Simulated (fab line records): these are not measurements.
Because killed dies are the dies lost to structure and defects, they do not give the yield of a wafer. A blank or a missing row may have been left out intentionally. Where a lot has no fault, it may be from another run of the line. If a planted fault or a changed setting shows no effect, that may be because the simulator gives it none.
A lot that was struck, set against a sound lot    flow n5-finfet    15 out of 1938 route steps
Sound: these wafers, L315.1, L315.2, L315.3. The struck wafers were L320.1, L320.4, L320.6. The cause is given at the end.
Order at every step that has rows: each side's tool, ch and its chambers, its first start. Under that, the readings that differ: sound wafers    struck wafers    difference of the means    sigmas: that difference in standard deviations of wafers without a fault.
alike: readings whose means differ by less than 2 such deviations, and words and numbers that are the same on both sides. not compared: withheld readings, readings that some wafer has no value for, bounds like >300 that may hide the same value, and numbers for which the record gives no deviation and whose values overlap.
Wherever a step has rows on one side only, a row that says differs or no value, or a row with sigmas, the two part there. Numbers that have no deviation but don't overlap get no sigmas and don't part them. A reading missing from all wafers of one side parts the sides only when that side holds two or more wafers.

first, 3 steps without rows for these wafers: N5_FIN_SAQP_EXPOSE_13 (exposes mask FIN CORE, target cd 35.6 nm); N5_FIN_SAQP_PEB_14 (peb time 60 s); N5_FIN_SAQP_DEVELOP_15 (develop time 30 s).
N5_FIN_SAQP_CD_MEAS_16: target cd 35.6 nm.
  sound on cd-sem-01 ch 0, day 2 09:52; struck on cd-sem-02 ch 0, day 3 15:45
  alike: cd-nm
N5_FIN_SAQP_OVL_MEAS_17:
  sound on overlay-02 ch 0, day 2 09:55; struck on overlay-02 ch 0, day 3 15:47
reading            sound        struck          difference  sigmas
FIN_CORE_OVL (nm)  1.8 0.6 0.2  -1.9 -0.8 -0.7  -2.0        -2
N5_FIN_SAQP_INSPECT_18: inspects for defects (brightfield).
  struck on defect-inspect-01, day 3 15:49; sound on defect-inspect-01, day 2 09:56
  alike: raw-defect-count
N5_FIN_SAQP_DESCUM_21: chemistry O2, time 7.9 s.
  sound on rie-diel-02 ch 0,1,2, day 2 09:58; struck on rie-diel-06 ch 0,1,2, day 3 15:51
  alike: drypump-motor-current-A, oes-product-au, rf-vpp-V, showerhead-plenum-p-Torr, throttle-valve-pct
  not compared: rf-hours-counter-h
N5_FIN_SAQP_ETCH_51: etches SiARC in CF4, target depth 45.5 nm, time 75.8 s.
  sound on rie-diel-02 ch 0,1,2, day 2 10:01; struck on rie-diel-06 ch 0,1,2, day 3 15:53
  alike: drypump-motor-current-A, etch-rf-on-time-s, mfc-ar-sccm, oes-product-au, rf-vpp-V, showerhead-plenum-p-Torr, throttle-valve-pct
  not compared: rf-hours-counter-h
N5_FIN_SAQP_ETCH_52: etches SOC in N2/H2, target depth 100 nm, overetch 20 nm, time 150 s.
  sound on rie-diel-02 ch 0,1,2, day 2 10:04; struck on rie-diel-06 ch 0,1,2, day 3 15:56
  alike: drypump-motor-current-A, h2-flow-sccm, oes-product-au, rf-vpp-V, showerhead-plenum-p-Torr, throttle-valve-pct
  not compared: rf-hours-counter-h
then, 1 step without rows for these wafers: N5_FIN_SAQP_STRIP_53 (strips in N2/H2).
N5_FIN_SAQP_HM_OPEN_73: chemistry CHF3/O2, target SiO2, stops on a-Si, target depth 12 nm, time 16.8 s.
  sound on rie-diel-02 ch 0,1,2, day 2 10:10; struck on rie-diel-06 ch 0,1,2, day 3 16:03
  alike: CHF3_flow_sccm, drypump-motor-current-A, mfc-ar-sccm, oes-product-au, rf-vpp-V, showerhead-plenum-p-Torr, throttle-valve-pct
  not compared: rf-hours-counter-h
then, 1 step without rows for these wafers: N5_FIN_SAQP_STRIP_74 (strips in CHF3/O2).
N5_FIN_SAQP_MANDREL_ETCH_22: etches a-Si in HBr/Cl2, stops on SiNx, target depth 60 nm, bt time 10 s, time 30 s.
  sound on rie-si-03 ch 0,2,3, day 2 10:16; struck on rie-si-03 ch 0,1,3, day 3 16:08
reading         sound        struck                   difference  sigmas
over-etch-frac  0.5 0.5 0.5  0.55452 0.55452 0.55452  +0.05452    
  alike: drypump-motor-current-A, he-backside-leak-sccm, oes-product-au, throttle-valve-pct
  not compared: rf-hours-counter-h
N5_FIN_SAQP_STRIP_55: strips in N2/H2.
  sound on rie-diel-06 ch 0,2,3, day 2 10:22; struck on rie-diel-06 ch 1,2, day 3 16:14
  alike: drypump-motor-current-A, h2-flow-sccm, oes-product-au, power-w, rf-vpp-V, showerhead-plenum-p-Torr, throttle-valve-pct
  not compared: rf-hours-counter-h
-- here the record skips 6 days between the struck wafers' starts before and after, leaving off in module FIN_SAQP and picking up in module BEOL_M4 (first step shown: number 1111 of the route) --
N5_BEOL_M4_RC_MEAS_101:
  sound on prober-01 ch 0, day 9 11:00; struck on prober-01 ch 0, day 10 03:18
  alike: DIBL_N, DIBL_P, IOFF_N, IOFF_P, ION_N, ION_P, SS_N, SS_P, VT_N, VT_P

== WHERE THEY PART ==
N5_FIN_SAQP_OVL_MEAS_17 only, going by this record. Later steps at which nothing parts them and some readings are alike: N5_FIN_SAQP_INSPECT_18, N5_FIN_SAQP_DESCUM_21, N5_FIN_SAQP_ETCH_51, N5_FIN_SAQP_ETCH_52, N5_FIN_SAQP_HM_OPEN_73, N5_FIN_SAQP_MANDREL_ETCH_22, N5_FIN_SAQP_STRIP_55, N5_BEOL_M4_RC_MEAS_101.

WHY: the cause the simulator had injected
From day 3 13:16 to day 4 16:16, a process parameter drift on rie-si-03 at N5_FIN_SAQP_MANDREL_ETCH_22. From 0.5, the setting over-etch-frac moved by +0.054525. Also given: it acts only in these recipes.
